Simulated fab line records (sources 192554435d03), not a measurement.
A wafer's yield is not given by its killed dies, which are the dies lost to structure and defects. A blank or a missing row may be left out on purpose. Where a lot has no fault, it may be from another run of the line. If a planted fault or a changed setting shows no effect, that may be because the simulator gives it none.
Split-lot trial    flow n5 finfet    on a route of 1938 steps: 7 lots, 21 wafers read

== ABOUT THE SPLIT ==
At N5_BEOL_M0_SAQP_PECVD_96 (deposits a-Si from SiH4/He, target thk 45 nm, time 45.2 s), the setting time s was moved away from the recipe's 45.2 s on 7 of the 21 wafers read, by -13.7% to +12.1%. This setting was run at the recipe's value on the other wafers.

== FROM THE SPLIT TO THE READING: what the file shows between them, 8 steps ==
- N5_BEOL_M0_SAQP_COAT_08: resist thk 90 nm (also split here: spin rpm)
- N5_BEOL_M0_SAQP_EBR_10
- N5_BEOL_M0_SAQP_SOFTBAKE_09: time 60 s
- N5_BEOL_M0_SAQP_DESCUM_19: chemistry O2, time 7.9 s
- N5_BEOL_M0_SAQP_ETCH_83: etches SiARC in CF4, target depth 39 nm, time 65 s
- N5_BEOL_M0_SAQP_ETCH_84: etches SOC in N2/H2, target depth 100 nm, overetch 20 nm, time 150 s
- N5_BEOL_M0_SAQP_ETCH_101: etches SiNx in CH3F/O2, target depth 29.9 nm, time 42.7 s
- N5_BEOL_M0_SAQP_ETCH_102: etches SiO2 in CF4, target depth 4 nm, time 4.4 s

== THE READING ==
oes product au, in a.u., at N5_BEOL_M0_SAQP_MANDREL_ETCH_103 (etches a-Si in HBr/Cl2, stops on SiCN, target depth 45 nm, bt time 10 s, time 27 s). A value of 0.687 a.u. with a standard deviation of 0.01 a.u. is what fault-free wafers of this fab line usually give.

wafer   tool, chamber at the split  time s as run, s  against the recipe  oes product au, a.u.  against lot-mates on the recipe
L074.1  pecvd-03, 0                 45.2              recipe              0.694                 -
L074.3  pecvd-03, 1                 45.2              recipe              0.662                 -
L074.5  pecvd-03, 1                 50.65             +12.1%              0.726                 +0.048
L078.1  pecvd-04, 2                 39.03             -13.7%              0.627                 -0.065
L078.2  pecvd-04, 1                 39.03             -13.7%              0.617                 -0.075
L078.5  pecvd-04, 1                 45.2              recipe              0.692                 -
L080.1  pecvd-04, 1                 45.2              recipe              0.681                 -
L080.3  pecvd-04, 2                 45.2              recipe              0.692                 -
L080.4  pecvd-04, 2                 45.2              recipe              0.700                 -
L086.1  pecvd-04, 2                 45.2              recipe              0.701                 -
L086.3  pecvd-04, 0                 40.87             -9.6%               0.663                 -0.028
L086.4  pecvd-04, 2                 45.2              recipe              0.682                 -
L087.1  pecvd-01, 0                 45.2              recipe              0.673                 -
L087.2  pecvd-01, 2,1               45.2              recipe              0.696                 -
L087.3  pecvd-01, 2,1               45.2              recipe              0.687                 -
L088.1  pecvd-04, 1,2               47.79             +5.7%               0.688                 +0.007
L088.2  pecvd-04, 0                 45.2              recipe              0.681                 -
L088.3  pecvd-04, 1,2               47.79             +5.7%               0.706                 +0.025
L096.2  pecvd-04, 0                 45.2              recipe              0.674                 -
L096.3  pecvd-04, 1                 48.81             +8.0%               0.720                 +0.030
L096.6  pecvd-04, 2                 45.2              recipe              0.705                 -
Rows listing several chambers each stand for several wafers; the file does not say which wafer went through which chamber.

FIT RESULTS
A straight line over all 21 wafers: oes product au changes by +0.00385 a.u. for each +1% of time s; r = +0.89; the points scatter about the line by 0.012 a.u.
The same after taking each lot's own level away (the mean of its wafers on the recipe; 21 wafers): +0.0043 a.u. for each +1%; r = +0.92; scatter 0.011 a.u.
Per that fit: largest time s move, reading shift of 0.059 a.u.
Measured against the standard deviation above, the lots' own levels, which go from 0.6780 to 0.6920 a.u., span 1.4 times it.
Thus the slope moves with the lot-to-lot level: the two fits are different.
Check: with one of the wafers moved furthest among these (-13.7%) left out of the fit, the line predicts -0.0585 a.u. for it against its lot-mates. It came out at -0.065 a.u. against them.

== ADDITIONAL SPLITS CARRIED BY THESE WAFERS ==
Before the reading, these wafers also passed through other splits. Each is held against what the fit with the lots' levels taken away leaves over:
other split on the same wafers         wafers away from the commonest value  r with oes product au (lot level and that fit taken away)
N5_MOL_CONTACT_COAG_ALD_27 ald cycles  11                                    +0.35
N5_BEOL_M0_SAQP_COAT_08 spin rpm       6                                     +0.42

== THE WHOLE CHAIN: every reading that the file lists as answering this split, in the file's order ==
step                              what it does                                                                        reading                                                                                change (the file's fit)                    r (the file's)
N5_BEOL_M0_SAQP_PECVD_96          deposits a-Si from SiH4/He, target thk 45 nm, time 45.2 s                           a-Si_of_BEOL_M0_SAQP_PECVD_96.thk nm (the simulator's own value, which no gauge read)  +0.473 nm for each +1% of the setting      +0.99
N5_BEOL_M0_SAQP_MANDREL_ETCH_103  etches a-Si in HBr/Cl2, stops on SiCN, target depth 45 nm, bt time 10 s, time 27 s  oes product au                                                                         +0.00413 a.u. for each +1% of the setting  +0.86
N5_BEOL_M0_SAQP_MANDREL_ETCH_103  etches a-Si in HBr/Cl2, stops on SiCN, target depth 45 nm, bt time 10 s, time 27 s  etch.depth nm (the simulator's own value, which no gauge read)                         +0.475 nm for each +1% of the setting      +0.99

== THE FILE'S OWN FIT ==
oes product au changes by +0.00413 a.u. for each +1% of time s, r = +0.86.
